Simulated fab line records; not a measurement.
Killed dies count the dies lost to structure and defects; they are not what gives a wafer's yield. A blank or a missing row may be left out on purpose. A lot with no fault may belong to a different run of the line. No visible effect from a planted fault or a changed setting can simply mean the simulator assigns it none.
Lot-split experiment    flow n5Finfet    on a route of 1938 steps: 7 lots, 21 wafers read

ON THE SPLIT
At N5_BEOL_M9_EXPOSE_08 (exposes mask M9), the setting doseMj was moved away from the recipe's 53.75 on 9 of the 21 wafers read, by -7.2% to +3.1%. The other wafers ran this setting at the recipe's value.

FROM THE SPLIT TO THE READING: what the file shows between them, 2 steps
- N5_BEOL_M9_PEB_09: peb time 60 s
- N5_BEOL_M9_DEVELOP_10: develop time 30 s

THE READING
cdNm, in nm, at N5_BEOL_M9_CD_MEAS_11 (target cd 64.1 nm). Typical for fault-free wafers on this fab line: 64.4 nm, with standard deviation 0.68 nm.

wafer   tool, chamber at the split  doseMj as run  against the recipe  cdNm, nm  against lot-mates on the recipe
L076.1  arfiScanner-02, 0           55.39          +3.1%               66.5      +1.3
L076.4  arfiScanner-02, 0           53.75          recipe              64.8      -
L076.6  arfiScanner-02, 0           53.75          recipe              65.5      -
L079.1  arfiScanner-03, 0           50.12          -6.8%               60.1      no lot-mate on the recipe
L079.3  arfiScanner-03, 0           50.12          -6.8%               59.6      no lot-mate on the recipe
L079.6  arfiScanner-03, 0           50.12          -6.8%               61.8      no lot-mate on the recipe
L080.1  arfiScanner-02, 0           53.75          recipe              64.0      -
L080.3  arfiScanner-02, 0           50.68          -5.7%               61.3      -3.0
L080.4  arfiScanner-02, 0           53.75          recipe              64.7      -
L082.2  arfiScanner-03, 0           53.75          recipe              64.1      -
L082.3  arfiScanner-03, 0           53.75          recipe              64.6      -
L082.5  arfiScanner-03, 0           53.75          recipe              63.4      -
L086.2  arfiScanner-03, 0           53.75          recipe              65.8      -
L086.3  arfiScanner-03, 0           53.75          recipe              65.0      -
L086.5  arfiScanner-03, 0           53.75          recipe              65.8      -
L089.2  arfiScanner-01, 0           49.86          -7.2%               60.9      -3.3
L089.4  arfiScanner-01, 0           53.75          recipe              64.2      -
L089.6  arfiScanner-01, 0           49.86          -7.2%               60.6      -3.6
L090.1  arfiScanner-03, 0           52.18          -2.9%               63.6      -1.3
L090.5  arfiScanner-03, 0           53.75          recipe              64.9      -
L090.6  arfiScanner-03, 0           52.18          -2.9%               61.7      -3.2

FIT RESULTS
A straight line over all 21 wafers: cdNm changes by +0.596 nm for each +1% of doseMj; r = +0.93; the points scatter about the line by 0.76 nm.
The same after taking each lot's own level away (the mean of its wafers on the recipe; 18 wafers): +0.505 nm for each +1%; r = +0.94; scatter 0.54 nm.
On that fit, the largest move of doseMj shifts the reading by 3.7 nm.
Measured against the standard deviation above, the lots' own levels, which go from 64.03 to 65.53 nm, span 2.2 times it.
Thus the slope moves with the lot-to-lot level: the two fits are different.
Check: with one of the wafers moved furthest among these (-7.2%) left out of the fit, the line predicts -3.94 nm for it against its lot-mates. Against them it came out at -3.3 nm.

THE OTHER SPLITS THESE WAFERS WENT THROUGH
Other splits were also applied to these wafers ahead of the reading. Each is held against what the fit with the lots' levels taken away leaves over:
other split on the same wafers   wafers away from the commonest value  r with cdNm (lot level and that fit taken away)
N5_BEOL_M6_EXPOSE_25 doseMj      8                                     +0.03
N5_BEOL_M7_ETCH_61 sourceW       6                                     -0.02
N5_BEOL_M7_COAT_71 spinRpm       5                                     -0.02
N5_BEOL_M9_HM_DEP_02 targetThkA  12                                    -0.04

THE FILE'S OWN FIT
cdNm changes by +0.52 nm for each +1% of doseMj, r = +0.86.
